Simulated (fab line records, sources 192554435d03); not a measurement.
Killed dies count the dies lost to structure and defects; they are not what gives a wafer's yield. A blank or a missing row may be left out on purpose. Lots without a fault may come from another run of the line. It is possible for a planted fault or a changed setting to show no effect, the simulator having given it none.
Matching of chambers + flow n5Finfet + N5_BEOL_M12_DEP_53 on pecvd-04 has 3 sister chambers
The step deposits SiCN from 3MS/NH3, target thk 30 nm, time 10.5 s. 24 wafers are shown with their chamber, then 12 later ones without.

WAFERS, EACH WITH ITS CHAMBER
| wafer  | chamber | showerheadVppV (V) | showerheadPlenumPTorr (Torr) | throttleValvePct (%) |
|--------|---------|--------------------|------------------------------|----------------------|
| L076.2 | 2       | 1592               | 4.181                        | 17.6                 |
| L076.4 | 2       | 1584               | 4.173                        | 17.8                 |
| L076.5 | 0       | 1700               | 4.157                        | 18.7                 |
| L077.1 | 2       | 1581               | 4.183                        | 17.4                 |
| L077.2 | 1       | 1628               | 4.139                        | 18.3                 |
| L077.6 | 0       | 1693               | 4.158                        | 18.6                 |
| L083.3 | 0       | 1704               | 4.155                        | 18.6                 |
| L083.4 | 0       | 1671               | 4.154                        | 19.0                 |
| L083.5 | 1       | 1633               | 4.136                        | 18.4                 |
| L080.1 | 0       | 1691               | 4.151                        | 19.1                 |
| L080.5 | 2       | 1571               | 4.173                        | 17.6                 |
| L080.6 | 0       | 1676               | 4.153                        | 18.7                 |
| L087.1 | 2       | 1570               | 4.179                        | 18.0                 |
| L087.2 | 1       | 1593               | 4.141                        | 17.9                 |
| L087.3 | 0       | 1702               | 4.163                        | 18.8                 |
| L086.1 | 2       | 1568               | 4.188                        | 18.0                 |
| L086.2 | 1       | 1603               | 4.148                        | 18.0                 |
| L086.5 | 1       | 1628               | 4.137                        | 18.0                 |
| L088.1 | 0       | 1693               | 4.158                        | 19.0                 |
| L088.2 | 1       | 1580               | 4.129                        | 18.5                 |
| L088.6 | 0       | 1685               | 4.144                        | 18.8                 |
| L091.1 | 2       | 1547               | 4.173                        | 17.8                 |
| L091.2 | 1       | 1597               | 4.123                        | 18.2                 |
| L091.3 | 0       | 1675               | 4.165                        | 18.5                 |

SIGNATURES (averages over the wafers above)
| reading               | chamber 0 | chamber 1 | chamber 2 | scatter within a chamber |
|-----------------------|-----------|-----------|-----------|--------------------------|
| showerheadVppV        | 1689.00   | 1608.86   | 1573.29   | 15.6                     |
| showerheadPlenumPTorr | 4.15580   | 4.13614   | 4.17857   | 0.00664                  |
| throttleValvePct      | 18.780    | 18.186    | 17.743    | 0.214                    |
Rule: a wafer lies at a distance from a chamber equal to the root of the sum of squares, over the readings, of (its reading less the chamber's mean, divided by the reading's scatter). If the next closest chamber is less than 2 further off than the closest, the wafer can't be placed; otherwise it belongs to the closest. How the scatter is found: for the shown wafers, subtract from each reading the mean of its chamber, square and add these, divide the total by (wafers less chambers), then take the root.

WAFERS WITHOUT THEIR CHAMBER
| wafer  | showerheadVppV (V) | showerheadPlenumPTorr (Torr) | throttleValvePct (%) |
|--------|--------------------|------------------------------|----------------------|
| L089.1 | 1590               | 4.164                        | 18.0                 |
| L089.2 | 1609               | 4.123                        | 18.1                 |
| L089.4 | 1702               | 4.161                        | 18.8                 |
| L093.2 | 1717               | 4.153                        | 19.0                 |
| L093.3 | 1615               | 4.139                        | 18.3                 |
| L093.4 | 1641               | 4.126                        | 18.1                 |
| L094.4 | 1578               | 4.137                        | 18.3                 |
| L094.5 | 1570               | 4.179                        | 17.9                 |
| L094.6 | 1696               | 4.158                        | 18.7                 |
| L097.2 | 1665               | 4.160                        | 18.6                 |
| L097.3 | 1670               | 4.145                        | 19.1                 |
| L097.4 | 1628               | 4.126                        | 17.9                 |

EACH ONE'S CHAMBER
| wafer  | from the rows above     | in truth |
|--------|-------------------------|----------|
| L089.1 | can't be placed: 2 or 1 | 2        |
| L089.2 | 1                       | 1        |
| L089.4 | 0                       | 0        |
| L093.2 | 0                       | 0        |
| L093.3 | 1                       | 1        |
| L093.4 | 1                       | 1        |
| L094.4 | 1                       | 1        |
| L094.5 | 2                       | 2        |
| L094.6 | 0                       | 0        |
| L097.2 | 0                       | 0        |
| L097.3 | 0                       | 0        |
| L097.4 | 1                       | 1        |
11 of 12 placed correctly. Cannot be placed on the basis of these rows: 1; the candidates contain the true chamber in 1. Number placed wrongly: 0.
